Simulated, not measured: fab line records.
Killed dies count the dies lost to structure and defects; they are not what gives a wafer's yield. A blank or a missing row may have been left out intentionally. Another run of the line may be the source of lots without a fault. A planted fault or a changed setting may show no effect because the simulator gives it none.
The tool behind it: which one? + flow nand-harc + 13 lots, 39 wafers sampled, at 5 steps of a route of 1159

WHAT THE GAUGES SHOWED, per wafer
NHARC_THIN_TSV_CD_MEAS_12 targets a cd of 1000 nm.
| lot  | measured     | on        | cd-nm (nm)           |
|------|--------------|-----------|----------------------|
| L248 | day 19 04:38 | cd-sem-01 | 1001.4 999.4 1001.4  |
| L247 | day 19 05:51 | cd-sem-02 | 1002.6 1002.6 999.8  |
| L250 | day 19 07:41 | cd-sem-03 | 998.9 996.9 997.6    |
| L252 | day 19 23:08 | cd-sem-03 | 1003.8 1001.9 1005.2 |
| L249 | day 20 05:52 | cd-sem-02 | 999.4 997.3 998.4    |
| L253 | day 20 13:31 | cd-sem-03 | 1002.1 1002.4 1001.9 |
| L263 | day 22 15:58 | cd-sem-01 | 1003.4 998.7 999.1   |
| L265 | day 23 03:19 | cd-sem-03 | 1002.8 1000.9 1001.1 |
| L264 | day 23 04:29 | cd-sem-02 | 1001.6 1001.9 999.9  |
| L262 | day 23 05:41 | cd-sem-03 | 1001.0 998.5 1001.2  |
| L266 | day 23 13:16 | cd-sem-03 | 998.8 1000.8 999.8   |
| L268 | day 24 04:18 | cd-sem-01 | 997.7 1000.0 998.6   |
| L267 | day 24 16:17 | cd-sem-03 | 996.4 998.9 997.6    |

NHARC_END_SORT_01.
| lot  | measured     | on        | defect-limited-yield (%) | killed-at-array | killed-at-other | killed-at-periphery | killed-dies | killed-open | killed-short | sort_bin_2_pct (%) | sort_bin_3_pct (%) | sort_bin_4_pct (%) | sort-n-pass | sort-rim-yield-pct (%) | sort-yield-pct (%) |
|------|--------------|-----------|--------------------------|-----------------|-----------------|---------------------|-------------|-------------|--------------|--------------------|--------------------|--------------------|-------------|------------------------|--------------------|
| L248 | day 19 18:43 | prober-01 | 97.0 97.2 97.3           | 16 15 16        | 1 0 0           | 3 4 2               | 20 19 18    | 6 3 5       | 2 2 0        | 0.3 0.9 1.2        | 0.15 0 0           | 2.5 1.9 1.5        | 657 658 659 | 94.3 98.1 98.1         | 97.0 97.2 97.3     |
| L247 | day 20 03:17 | prober-02 | 95.9 96.6 96.3           | 26 18 22        | 1 0 0           | 1 5 3               | 28 23 25    | 6 2 1       | 1 3 2        | 1.6 1.3 1.2        | 0.30 0.15 0        | 2.2 1.9 2.5        | 649 654 652 | 98.1 94.3 92.5         | 95.9 96.6 96.3     |
| L250 | day 20 02:30 | prober-01 | 96.8 93.9 95.4           | 18 33 24        | 1 2 0           | 3 6 7               | 22 41 31    | 2 4 1       | 0 2 0        | 1.0 2.2 1.5        | 0.30 0 0.30        | 1.9 3.8 2.8        | 655 636 646 | 97.2 96.2 97.2         | 96.8 93.9 95.4     |
| L252 | day 20 16:48 | prober-02 | 97.6 97.2 97.6           | 11 14 15        | 0 0 0           | 5 5 1               | 16 19 16    | 0 5 4       | 0 0 0        | 0.3 0.9 1.0        | 0.15 0.15 0.15     | 1.9 1.8 1.2        | 661 658 661 | 99.1 96.2 97.2         | 97.6 97.2 97.6     |
| L249 | day 20 23:46 | prober-01 | 96.8 96.6 95.4           | 15 22 27        | 2 0 0           | 5 1 4               | 22 23 31    | 6 0 3       | 1 1 1        | 1.2 1.3 1.3        | 0.30 0 0.30        | 1.8 2.1 3.0        | 655 654 646 | 94.3 97.2 92.5         | 96.8 96.6 95.4     |
| L253 | day 21 05:58 | prober-01 | 97.2 96.0 95.3           | 19 24 26        | 0 0 1           | 0 3 5               | 19 27 32    | 3 2 8       | 2 3 0        | 0.6 0.9 1.3        | 0 0.30 0           | 2.2 2.8 3.4        | 658 650 645 | 98.1 91.5 93.4         | 97.2 96.0 95.3     |
| L263 | day 23 06:13 | prober-02 | 0 0 0                    | 17 29 24        | 657 647 653     | 3 1 0               | 677 677 677 | 1 4 1       | 4 3 2        | 97.8 96.9 98.2     | 0.15 0.59 0.15     | 2.1 2.5 1.6        | 0 0 0       | 0 0 0                  | 0 0 0              |
| L265 | day 23 19:14 | prober-01 | 97.6 97.6 96.2           | 16 15 20        | 0 0 1           | 0 1 5               | 16 16 26    | 1 2 3       | 1 2 2        | 0.6 0.7 1.9        | 0.30 0 0.15        | 1.5 1.6 1.8        | 661 661 651 | 95.3 95.3 95.3         | 97.6 97.6 96.2     |
| L264 | day 23 20:10 | prober-02 | 0 0 0                    | 24 37 22        | 644 634 647     | 9 6 8               | 677 677 677 | 3 2 5       | 1 6 2        | 96.5 96.0 97.0     | 0.15 0.44 0.15     | 3.4 3.5 2.8        | 0 0 0       | 0 0 0                  | 0 0 0              |
| L262 | day 24 03:04 | prober-01 | 0 0 0                    | 50 48 46        | 620 621 626     | 7 8 5               | 677 677 677 | 3 7 3       | 2 1 0        | 94.1 94.5 94.5     | 0.74 0.30 0.15     | 5.2 5.2 5.3        | 0 0 0       | 0 0 0                  | 0 0 0              |
| L266 | day 24 05:10 | prober-02 | 95.3 93.4 93.8           | 32 42 41        | 0 0 0           | 0 3 1               | 32 45 42    | 2 5 3       | 1 2 1        | 1.8 3.1 2.5        | 0.44 0.44 0.15     | 2.5 3.1 3.5        | 645 632 635 | 97.2 95.3 95.3         | 95.3 93.4 93.8     |
| L268 | day 24 18:59 | prober-01 | 97.8 96.8 96.6           | 14 20 20        | 0 0 0           | 1 2 3               | 15 22 23    | 2 1 4       | 3 3 3        | 0.1 1.3 0.6        | 0.15 0.30 0.15     | 1.9 1.6 2.7        | 662 655 654 | 93.4 96.2 91.5         | 97.8 96.8 96.6     |
| L267 | day 25 12:18 | prober-01 | 94.1 95.3 95.0           | 30 26 30        | 4 4 2           | 6 2 2               | 40 32 34    | 4 6 5       | 2 1 1        | 1.5 1.6 1.2        | 0.74 0.15 0.15     | 3.7 3.0 3.7        | 637 645 643 | 87.7 91.5 93.4         | 94.1 95.3 95.0     |

WHICH TOOL RAN EACH LOT (tool, then ch and the chambers of the sampled wafers, then the start)
| lot  | NHARC_THIN_TSV_ANNEAL_52         | NHARC_THIN_TSV_PVD_24        | NHARC_THIN_TSV_ETCH_59            |
|------|----------------------------------|------------------------------|-----------------------------------|
| L248 | rtp-anneal-01 ch 0, day 19 09:01 | pvd-sputter-02, day 19 10:10 | rie-metal-02 ch 0,1, day 19 11:08 |
| L247 | rtp-anneal-02 ch 0, day 19 10:47 | pvd-sputter-03, day 19 11:51 | rie-metal-03 ch 0,1, day 19 13:00 |
| L250 | rtp-anneal-01 ch 0, day 19 12:07 | pvd-sputter-03, day 19 13:19 | rie-metal-01 ch 0,1, day 19 14:24 |
| L252 | rtp-anneal-01 ch 0, day 20 03:23 | pvd-sputter-01, day 20 04:35 | rie-metal-02 ch 0,1, day 20 05:45 |
| L249 | rtp-anneal-02 ch 0, day 20 10:15 | pvd-sputter-02, day 20 11:26 | rie-metal-01 ch 0,1, day 20 12:39 |
| L253 | rtp-anneal-01 ch 0, day 20 17:29 | pvd-sputter-02, day 20 18:40 | rie-metal-02 ch 0,1, day 20 19:44 |
| L263 | rtp-anneal-01 ch 0, day 22 20:22 | pvd-sputter-02, day 22 21:29 | rie-metal-02 ch 0,1, day 22 22:36 |
| L265 | rtp-anneal-02 ch 0, day 23 07:33 | pvd-sputter-03, day 23 08:37 | rie-metal-01 ch 0, day 23 09:49   |
| L264 | rtp-anneal-02 ch 0, day 23 08:29 | pvd-sputter-01, day 23 09:35 | rie-metal-02 ch 0, day 23 10:43   |
| L262 | rtp-anneal-02 ch 0, day 23 09:46 | pvd-sputter-03, day 23 10:49 | rie-metal-01 ch 0, day 23 12:02   |
| L266 | rtp-anneal-01 ch 0, day 23 18:20 | pvd-sputter-02, day 23 19:27 | rie-metal-02 ch 0,1, day 23 20:26 |
| L268 | rtp-anneal-01 ch 0, day 24 08:19 | pvd-sputter-02, day 24 09:28 | rie-metal-03 ch 1, day 24 10:35   |
| L267 | rtp-anneal-02 ch 0, day 24 20:20 | pvd-sputter-03, day 24 21:26 | rie-metal-02 ch 0,1, day 24 22:37 |
- NHARC_THIN_TSV_ANNEAL_52: time 90 s.
- NHARC_THIN_TSV_PVD_24: deposits Al, target thk 800 nm.
- NHARC_THIN_TSV_ETCH_59: etches the open film in Cl2/BCl3, target depth 880 nm, time 138.1 s.

WHAT THE TOOLS THEMSELVES READ (means of the sampled wafers that have a number; where no wafer has one, the mark that the record gives instead)
NHARC_THIN_TSV_ANNEAL_52.
| lot  | tool          | wafer_temp_C_max |
|------|---------------|------------------|
| L248 | rtp-anneal-01 | 226.7            |
| L247 | rtp-anneal-02 | 226.1            |
| L250 | rtp-anneal-01 | 226.7            |
| L252 | rtp-anneal-01 | 226.1            |
| L249 | rtp-anneal-02 | 226.2            |
| L253 | rtp-anneal-01 | 226.7            |
| L263 | rtp-anneal-01 | 226.7            |
| L265 | rtp-anneal-02 | 226.6            |
| L264 | rtp-anneal-02 | 226.1            |
| L262 | rtp-anneal-02 | 226.5            |
| L266 | rtp-anneal-01 | 226.7            |
| L268 | rtp-anneal-01 | 226.7            |
| L267 | rtp-anneal-02 | 226.3            |

NHARC_THIN_TSV_ETCH_59.
| lot  | tool         | drypump-motor-current-A (A) | oes-product-au (a.u.) | throttle-valve-pct (%) |
|------|--------------|-----------------------------|-----------------------|------------------------|
| L248 | rie-metal-02 | 5.91                        | 0.991                 | 22.264                 |
| L247 | rie-metal-03 | 5.85                        | 0.992                 | 22.275                 |
| L250 | rie-metal-01 | 5.37                        | 1.007                 | 22.266                 |
| L252 | rie-metal-02 | 5.79                        | 0.988                 | 22.271                 |
| L249 | rie-metal-01 | 5.40                        | 0.999                 | 22.267                 |
| L253 | rie-metal-02 | 5.90                        | 0.991                 | 22.270                 |
| L263 | rie-metal-02 | 5.77                        | 0.994                 | 22.266                 |
| L265 | rie-metal-01 | 5.44                        | 1.013                 | 22.272                 |
| L264 | rie-metal-02 | 5.67                        | 0.996                 | 22.259                 |
| L262 | rie-metal-01 | 5.46                        | 1.009                 | 22.255                 |
| L266 | rie-metal-02 | 5.80                        | 0.995                 | 22.261                 |
| L268 | rie-metal-03 | 5.78                        | 0.978                 | 22.258                 |
| L267 | rie-metal-02 | 5.90                        | 1.000                 | 22.260                 |

THE ANSWER, worked out from the rows above alone
Rule: the lots themselves supply what counts as usual. The widest of any qualifying gaps counts: lots, ordered by their means at a reading, are off when they make up no more than a third of the lots, leave a main group of 4 or more, and stand apart from it by 3 or more times the standard deviation of that group's means. Not used: any main group whose means are identical at the precision the tables above print for the reading. A lot without any number at a reading at which 4 lots or more have one is off too. Any other lot the step has rows for is counted as sound. After the gauges, taken in route order, come the tools' own readings; for these a lot's mean is taken, as printed above. The first step at which some lot is off is used, and at that step the reading that is off furthest; a lot without a number counts as furthest.
Off: L263, L264, L262, at NHARC_END_SORT_01 (killed-at-other). Mean 0.6 and standard deviation 0.95 in the main group.
If a tool, at a process step before that reading, ran all the lots that are off and no sound lot after the first of them, it fits. Gauges at NHARC_END_SORT_01: tried the same way as those tools. Of those tried, none fits.

WHAT HAD BEEN PUT IN BY THE SIMULATOR
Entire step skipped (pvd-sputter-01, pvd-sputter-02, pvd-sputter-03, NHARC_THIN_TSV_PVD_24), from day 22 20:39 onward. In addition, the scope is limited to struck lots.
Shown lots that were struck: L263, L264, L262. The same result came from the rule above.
